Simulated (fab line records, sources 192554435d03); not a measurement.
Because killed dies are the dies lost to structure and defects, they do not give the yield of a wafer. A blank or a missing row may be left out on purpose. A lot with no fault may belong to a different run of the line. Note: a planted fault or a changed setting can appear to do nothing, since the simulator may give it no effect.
Chamber matching ; flow n5-finfet ; N5_BEOL_M2_STRIP_19 on rie-diel-06 has 4 sister chambers
The step strips in O2. 24 wafers are shown with their chamber, then 12 later ones without.

EACH WAFER AND ITS CHAMBER
wafer;chamber;drypump-motor-current-A (A);showerhead-plenum-p-Torr (Torr);oes-product-au (a.u.)
L075.1;2;6.1;2.05;0.89
L075.4;0;5.8;2.07;0.73
L075.5;2;6.1;2.05;0.89
L078.1;1;5.3;2.15;0.92
L078.3;2;6.1;2.05;0.86
L078.5;3;5.0;2.08;0.72
L084.1;1;5.3;2.15;0.91
L084.2;3;5.0;2.07;0.71
L084.3;0;5.8;2.06;0.71
L086.2;2;6.1;2.05;0.85
L086.3;0;5.8;2.06;0.71
L086.5;1;5.3;2.14;0.89
L087.2;0;5.8;2.06;0.71
L087.3;2;6.1;2.05;0.84
L087.6;3;5.0;2.07;0.70
L089.3;3;5.0;2.07;0.70
L089.5;1;5.3;2.14;0.89
L089.6;2;6.1;2.04;0.84
L088.1;0;5.8;2.06;0.71
L088.3;2;6.0;2.05;0.83
L088.4;3;5.0;2.07;0.70
L091.2;1;5.3;2.14;0.87
L091.5;3;5.0;2.06;0.69
L091.6;0;5.8;2.06;0.69

SIGNATURES (means of the wafers above)
reading;chamber 0;chamber 1;chamber 2;chamber 3;scatter within a chamber
drypump-motor-current-A;5.800;5.300;6.086;5.000;0.0207
showerhead-plenum-p-Torr;2.0617;2.1440;2.0486;2.0700;0.00494
oes-product-au;0.7100;0.8960;0.8571;0.7033;0.0179
Rule: for a wafer and a chamber, the distance is found by dividing, reading by reading, the gap between the wafer's reading and the chamber's mean by the reading's scatter, squaring, summing and taking the root. If the next closest chamber is less than 2 further off than the closest, the wafer can't be placed; otherwise it belongs to the closest. The scatter is the square root of a quotient: the sum, over the shown wafers, of each reading's squared deviation from its chamber's mean, divided by wafers minus chambers.

WAFERS WHOSE CHAMBER IS MISSING
wafer;drypump-motor-current-A (A);showerhead-plenum-p-Torr (Torr);oes-product-au (a.u.)
L092.1;6.0;2.04;0.83
L092.4;5.3;2.14;0.88
L092.6;5.8;2.06;0.70
L093.3;5.0;2.06;1.03
L093.4;5.8;2.05;0.68
L093.6;5.0;2.06;1.02
L095.1;6.1;2.04;0.81
L095.2;5.3;2.14;0.86
L095.4;5.8;2.05;0.70
L096.2;5.8;2.05;0.68
L096.4;5.0;2.06;1.02
L096.5;5.3;2.14;0.85

EACH ONE'S CHAMBER
wafer;from the rows above;in truth
L092.1;2;2
L092.4;1;1
L092.6;0;0
L093.3;3;3
L093.4;0;0
L093.6;3;3
L095.1;2;2
L095.2;1;1
L095.4;0;0
L096.2;0;0
L096.4;3;3
L096.5;1;1
Correct placement for 12 of the 12. Can't be placed from these rows: 0. Number placed wrongly: 0.
